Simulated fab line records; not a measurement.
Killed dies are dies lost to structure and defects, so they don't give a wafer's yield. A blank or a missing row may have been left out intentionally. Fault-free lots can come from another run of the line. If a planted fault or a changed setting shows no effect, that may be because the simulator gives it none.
Matching of chambers | flow n5-finfet | N5_SD_EPI_N_DESCUM_14 on rie-diel-05 has 4 sister chambers
The step chemistry O2, time 7.9 s. 16 wafers are shown with their chamber, then 8 later ones without.

== WAFERS WITH THEIR CHAMBER ==
wafer  | chamber | throttle-valve-pct (%) | showerhead-plenum-p-Torr (Torr) | drypump-motor-current-A (A)
L075.1 | 1       | 20.12                  | 2.20                            | 5.6
L075.4 | 0       | 20.73                  | 1.98                            | 5.0
L075.5 | 1       | 20.10                  | 2.20                            | 5.7
L078.1 | 3       | 20.54                  | 2.08                            | 5.9
L078.4 | 2       | 20.15                  | 2.15                            | 5.8
L078.5 | 1       | 20.13                  | 2.20                            | 5.7
L082.1 | 0       | 20.76                  | 1.97                            | 5.1
L082.4 | 2       | 20.15                  | 2.15                            | 5.8
L082.6 | 0       | 20.75                  | 1.97                            | 5.1
L083.1 | 3       | 20.55                  | 2.07                            | 5.9
L083.4 | 0       | 20.75                  | 1.97                            | 5.1
L083.5 | 1       | 20.15                  | 2.19                            | 5.6
L085.3 | 3       | 20.55                  | 2.07                            | 5.9
L085.5 | 3       | 20.55                  | 2.07                            | 5.9
L085.6 | 1       | 20.15                  | 2.19                            | 5.7
L087.1 | 1       | 20.16                  | 2.19                            | 5.7

SIGNATURES (averages over the wafers above)
reading                  | chamber 0 | chamber 1 | chamber 2 | chamber 3 | scatter within a chamber
throttle-valve-pct       | 20.7475   | 20.1350   | 20.1500   | 20.5475   | 0.0161
showerhead-plenum-p-Torr | 1.9725    | 2.1950    | 2.1500    | 2.0725    | 0.005
drypump-motor-current-A  | 5.075     | 5.667     | 5.800     | 5.900     | 0.0417
Rule: a wafer lies at a distance from a chamber equal to the root of the sum of squares, over the readings, of (its reading less the chamber's mean, divided by the reading's scatter). If the next closest chamber is less than 2 further off than the closest, the wafer can't be placed; otherwise it belongs to the closest. The scatter: take each reading less its chamber's mean, square it, sum over the shown wafers, divide by the number of wafers less the number of chambers, and take the root.

== WAFERS MISSING THEIR CHAMBER ==
wafer  | throttle-valve-pct (%) | showerhead-plenum-p-Torr (Torr) | drypump-motor-current-A (A)
L087.2 | 19.79                  | 2.14                            | 5.8
L087.3 | 20.56                  | 2.07                            | 5.9
L089.1 | 20.57                  | 2.07                            | 5.9
L089.4 | 20.17                  | 2.19                            | 5.7
L089.6 | 20.36                  | 2.23                            | 5.1
L095.2 | 20.18                  | 2.18                            | 5.7
L095.4 | 20.38                  | 2.23                            | 5.0
L095.5 | 20.39                  | 2.23                            | 5.1

== WHICH CHAMBER EACH ONE RAN IN ==
wafer  | from the rows above     | in truth
L087.2 | can't be placed: 2 or 1 | 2
L087.3 | 3                       | 3
L089.1 | 3                       | 3
L089.4 | 1                       | 1
L089.6 | 1                       | 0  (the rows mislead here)
L095.2 | 1                       | 1
L095.4 | 1                       | 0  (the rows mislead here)
L095.5 | 1                       | 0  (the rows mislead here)
Correctly placed: 4 of 8. Unplaceable from these rows: 1, with the true chamber sitting among the candidates in 1. Placed wrongly: 3.
